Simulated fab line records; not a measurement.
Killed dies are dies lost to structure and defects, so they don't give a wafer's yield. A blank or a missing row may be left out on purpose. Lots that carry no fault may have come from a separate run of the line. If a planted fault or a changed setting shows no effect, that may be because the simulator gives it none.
Split-lot study :: flow n5_finfet :: 7 lots, 39 wafers read, on a route of 1938 steps

## THE SPLIT ITSELF
At N5_HKMG_FIN_EXPOSE_09 (exposes mask NWFM), the setting dose_mj was moved away from the recipe's 39.25 on 12 of the 39 wafers read, by -7.5% to -2.2%. For the rest of the wafers, this setting stayed at what the recipe calls for.

## FROM THE SPLIT TO THE READING: what the file shows between them, 2 steps
- N5_HKMG_FIN_PEB_10: peb time 60 s
- N5_HKMG_FIN_DEVELOP_11: develop time 30 s

## THE READING
cd_nm (nm) at N5_HKMG_FIN_CD_MEAS_12, where the cd target is 92.8 nm. Typical for fault-free wafers on this fab line: 92.7 nm, with standard deviation 0.53 nm.

wafer: L078.3
tool, chamber at the split: arfi_scanner-02, 0
dose_mj as run: 39.25
against the recipe: recipe
cd_nm, nm: 92.9
against lot-mates on the recipe: -

wafer: L078.4
tool, chamber at the split: arfi_scanner-02, 0
dose_mj as run: 39.25
against the recipe: recipe
cd_nm, nm: 93.0
against lot-mates on the recipe: -

wafer: L078.6
tool, chamber at the split: arfi_scanner-02, 0
dose_mj as run: 39.25
against the recipe: recipe
cd_nm, nm: 92.9
against lot-mates on the recipe: -

wafer: L081.1
tool, chamber at the split: arfi_scanner-02, 0
dose_mj as run: 39.25
against the recipe: recipe
cd_nm, nm: 93.0
against lot-mates on the recipe: -

wafer: L081.2
tool, chamber at the split: arfi_scanner-02, 0
dose_mj as run: 39.25
against the recipe: recipe
cd_nm, nm: 93.2
against lot-mates on the recipe: -

wafer: L081.3
tool, chamber at the split: arfi_scanner-02, 0
dose_mj as run: 39.25
against the recipe: recipe
cd_nm, nm: 93.2
against lot-mates on the recipe: -

wafer: L081.4
tool, chamber at the split: arfi_scanner-02, 0
dose_mj as run: 39.25
against the recipe: recipe
cd_nm, nm: 93.0
against lot-mates on the recipe: -

wafer: L081.5
tool, chamber at the split: arfi_scanner-02, 0
dose_mj as run: 39.25
against the recipe: recipe
cd_nm, nm: 92.7
against lot-mates on the recipe: -

wafer: L081.6
tool, chamber at the split: arfi_scanner-02, 0
dose_mj as run: 39.25
against the recipe: recipe
cd_nm, nm: 93.7
against lot-mates on the recipe: -

wafer: L082.1
tool, chamber at the split: arfi_scanner-03, 0
dose_mj as run: 39.25
against the recipe: recipe
cd_nm, nm: 94.0
against lot-mates on the recipe: -

wafer: L082.2
tool, chamber at the split: arfi_scanner-03, 0
dose_mj as run: 36.32
against the recipe: -7.5%
cd_nm, nm: 88.5
against lot-mates on the recipe: -5.0

wafer: L082.3
tool, chamber at the split: arfi_scanner-03, 0
dose_mj as run: 36.32
against the recipe: -7.5%
cd_nm, nm: 88.1
against lot-mates on the recipe: -5.4

wafer: L082.4
tool, chamber at the split: arfi_scanner-03, 0
dose_mj as run: 36.32
against the recipe: -7.5%
cd_nm, nm: 88.2
against lot-mates on the recipe: -5.3

wafer: L082.5
tool, chamber at the split: arfi_scanner-03, 0
dose_mj as run: 39.25
against the recipe: recipe
cd_nm, nm: 93.5
against lot-mates on the recipe: -

wafer: L082.6
tool, chamber at the split: arfi_scanner-03, 0
dose_mj as run: 39.25
against the recipe: recipe
cd_nm, nm: 93.0
against lot-mates on the recipe: -

wafer: L083.1
tool, chamber at the split: arfi_scanner-03, 0
dose_mj as run: 36.29
against the recipe: -7.5%
cd_nm, nm: 87.5
against lot-mates on the recipe: -4.6

wafer: L083.2
tool, chamber at the split: arfi_scanner-03, 0
dose_mj as run: 36.29
against the recipe: -7.5%
cd_nm, nm: 87.4
against lot-mates on the recipe: -4.7

wafer: L083.3
tool, chamber at the split: arfi_scanner-03, 0
dose_mj as run: 39.25
against the recipe: recipe
cd_nm, nm: 92.4
against lot-mates on the recipe: -

wafer: L083.4
tool, chamber at the split: arfi_scanner-03, 0
dose_mj as run: 39.25
against the recipe: recipe
cd_nm, nm: 91.9
against lot-mates on the recipe: -

wafer: L083.5
tool, chamber at the split: arfi_scanner-03, 0
dose_mj as run: 39.25
against the recipe: recipe
cd_nm, nm: 92.1
against lot-mates on the recipe: -

wafer: L083.6
tool, chamber at the split: arfi_scanner-03, 0
dose_mj as run: 36.29
against the recipe: -7.5%
cd_nm, nm: 87.5
against lot-mates on the recipe: -4.6

wafer: L089.1
tool, chamber at the split: arfi_scanner-03, 0
dose_mj as run: 39.25
against the recipe: recipe
cd_nm, nm: 92.9
against lot-mates on the recipe: -

wafer: L089.2
tool, chamber at the split: arfi_scanner-03, 0
dose_mj as run: 39.25
against the recipe: recipe
cd_nm, nm: 92.6
against lot-mates on the recipe: -

wafer: L089.3
tool, chamber at the split: arfi_scanner-03, 0
dose_mj as run: 39.25
against the recipe: recipe
cd_nm, nm: 93.3
against lot-mates on the recipe: -

wafer: L089.4
tool, chamber at the split: arfi_scanner-03, 0
dose_mj as run: 39.25
against the recipe: recipe
cd_nm, nm: 92.8
against lot-mates on the recipe: -

wafer: L089.5
tool, chamber at the split: arfi_scanner-03, 0
dose_mj as run: 39.25
against the recipe: recipe
cd_nm, nm: 93.0
against lot-mates on the recipe: -

wafer: L089.6
tool, chamber at the split: arfi_scanner-03, 0
dose_mj as run: 39.25
against the recipe: recipe
cd_nm, nm: 93.3
against lot-mates on the recipe: -

wafer: L094.1
tool, chamber at the split: arfi_scanner-01, 0
dose_mj as run: 36.65
against the recipe: -6.6%
cd_nm, nm: 88.1
against lot-mates on the recipe: -5.1

wafer: L094.2
tool, chamber at the split: arfi_scanner-01, 0
dose_mj as run: 36.65
against the recipe: -6.6%
cd_nm, nm: 88.8
against lot-mates on the recipe: -4.4

wafer: L094.3
tool, chamber at the split: arfi_scanner-01, 0
dose_mj as run: 36.65
against the recipe: -6.6%
cd_nm, nm: 88.7
against lot-mates on the recipe: -4.5

wafer: L094.4
tool, chamber at the split: arfi_scanner-01, 0
dose_mj as run: 39.25
against the recipe: recipe
cd_nm, nm: 92.9
against lot-mates on the recipe: -

wafer: L094.5
tool, chamber at the split: arfi_scanner-01, 0
dose_mj as run: 39.25
against the recipe: recipe
cd_nm, nm: 93.3
against lot-mates on the recipe: -

wafer: L094.6
tool, chamber at the split: arfi_scanner-01, 0
dose_mj as run: 39.25
against the recipe: recipe
cd_nm, nm: 93.3
against lot-mates on the recipe: -

wafer: L096.1
tool, chamber at the split: arfi_scanner-03, 0
dose_mj as run: 38.39
against the recipe: -2.2%
cd_nm, nm: 90.6
against lot-mates on the recipe: -1.8

wafer: L096.2
tool, chamber at the split: arfi_scanner-03, 0
dose_mj as run: 38.39
against the recipe: -2.2%
cd_nm, nm: 90.7
against lot-mates on the recipe: -1.7

wafer: L096.3
tool, chamber at the split: arfi_scanner-03, 0
dose_mj as run: 39.25
against the recipe: recipe
cd_nm, nm: 92.2
against lot-mates on the recipe: -

wafer: L096.4
tool, chamber at the split: arfi_scanner-03, 0
dose_mj as run: 39.25
against the recipe: recipe
cd_nm, nm: 93.0
against lot-mates on the recipe: -

wafer: L096.5
tool, chamber at the split: arfi_scanner-03, 0
dose_mj as run: 39.25
against the recipe: recipe
cd_nm, nm: 92.1
against lot-mates on the recipe: -

wafer: L096.6
tool, chamber at the split: arfi_scanner-03, 0
dose_mj as run: 38.39
against the recipe: -2.2%
cd_nm, nm: 91.5
against lot-mates on the recipe: -0.9

THE FIT
A straight line over all 39 wafers: cd_nm changes by +0.674 nm for each +1% of dose_mj; r = +0.97; the points scatter about the line by 0.49 nm.
The same after taking each lot's own level away (the mean of its wafers on the recipe; 39 wafers): +0.67 nm for each +1%; r = +0.99; scatter 0.32 nm.
Per that fit: largest dose_mj move, reading shift of 5.1 nm.
Measured against the standard deviation above, the lots' own levels, which go from 92.13 to 93.50 nm, span 2.6 times it.
The two slopes are in agreement: the lot-to-lot level therefore moves the slope only a little.
Check: for one of the wafers moved furthest among these (-7.5%), held out of the fit, the line's prediction against its lot-mates is -5.12 nm. Against them it came out at -4.63 nm.

## THE OTHER SPLITS THESE WAFERS WENT THROUGH
Other splits were also applied to these wafers ahead of the reading. Each is held against what the fit with the lots' levels taken away leaves over:
other split on the same wafers: N5_FIN_SAQP_SPACER2_ALD_28 target_thk_a
wafers away from the commonest value: 15
r with cd_nm (lot level and that fit taken away): +0.11

other split on the same wafers: N5_DUMMY_GATE_ETCH_42 bias_w
wafers away from the commonest value: 18
r with cd_nm (lot level and that fit taken away): -0.30

other split on the same wafers: N5_HKMG_FIN_ETCH_54 bias_w
wafers away from the commonest value: 12
r with cd_nm (lot level and that fit taken away): -0.02

## THE FILE'S OWN FIT
cd_nm changes by +0.671 nm for each +1% of dose_mj, r = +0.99.
